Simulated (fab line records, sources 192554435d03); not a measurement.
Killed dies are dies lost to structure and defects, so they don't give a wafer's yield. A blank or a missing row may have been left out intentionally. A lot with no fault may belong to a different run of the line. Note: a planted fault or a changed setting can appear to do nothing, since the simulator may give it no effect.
8D (eight disciplines) problem report, filled in by code :: flow n5 finfet :: the parts of the form that need people (team, actions taken, sign-off) are left out

== 1. WHAT IS WRONG ==
Mean of etch rf on time s at N5_BEOL_M0_SAQP_ETCH_73: 23.2 s across 3 wafers in 3 lots; on wafers with no fault it is 32.5 s (standard deviation 0.46). Measured from the usual mean, that is -20 standard deviations.
The step: etches SiARC in CF4, target depth 19.5 nm, time 32.5 s.
Earliest sighting: wafer L177.5 on rie diel-02 at day 9 20:14. The record holds 28 wafers of 10 lots with a number at this step. The rule behind "out" and "out of limits": a value lying over 4 standard deviations away from the usual mean. The other wafers with a number count as sound.

== 2. WHAT THIS IS AND IS NOT ==
question: which readings at this step
is: etch rf on time s
is not: drypump motor current A, rf vpp V, showerhead plenum p Torr, throttle valve pct

question: which lots
is: L177, L178, L179
is not: L160, L161, L163, L164, L166, L182, L183

question: which wafers of those lots
is: L177.5, L178.2, L179.2
is not: L177.6, L178.3, L179.1, L179.4

question: read on which tools
is: rie diel-02
is not: rie diel-03, rie diel-05

question: when
is: from day 9 20:14
is not: up to then (16 sound wafers); but 9 sound wafers of L178, L179, L182, L183 came after

== 3. WHAT RULES OUT EACH SUSPECT ==
Counting: if a tool at a process step up to the reading ran every lot that is out, it stays a suspect. Sound lots after the first of them don't rule it out here, since some wafers of a struck lot are sound.
- rie diel-02 at N5_BEOL_M0_SAQP_ETCH_73 (etches SiARC in CF4, target depth 19.5 nm, time 32.5 s): kept. Ran every lot that is out, first one L177 (day 9 20:14); last sound lot up to then L163 (day 6 11:02). Its own readings are out on those wafers: etch rf on time s.
After counting, what remains is rie diel-02 at N5_BEOL_M0_SAQP_ETCH_73.

== 4. THE CAUSE (what the simulator had put in) ==
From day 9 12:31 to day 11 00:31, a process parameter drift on rie diel-02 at N5_BEOL_M0_SAQP_ETCH_73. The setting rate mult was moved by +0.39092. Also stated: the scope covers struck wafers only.
Counting left only this tool.

== 5. SEQUENCE OF EFFECTS, ordered by route ==
Each row: a reading where the mean over the struck wafers with a number is more than 3 standard deviations away from the usual. Readings are gone through only where the record gives a usual standard deviation; hours: the median, over the lots, of the time from a lot's start at the first step in this table giving one to that lot's start at this step; sigmas: the change measured in usual standard deviations.
hours: 0
step: N5_BEOL_M0_SAQP_ETCH_73
reading: etch rf on time s
usual: 32.5 s
on struck wafers: 23.2
change: -9.3
sigmas: -20
It contains these process steps:
- N5_BEOL_M0_SAQP_ETCH_73: etches SiARC in CF4, target depth 19.5 nm, time 32.5 s.
Later measuring or inspecting steps at which every struck wafer that the step has a row for has a number for every such reading, and none has moved that far: N5_BEOL_M4_RC_MEAS_101.

== 6. WHAT WOULD HAVE CAUGHT IT SOONER ==
In this record the first reading out of limits was taken at day 9 20:14, 8 hours after the fault began at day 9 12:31.
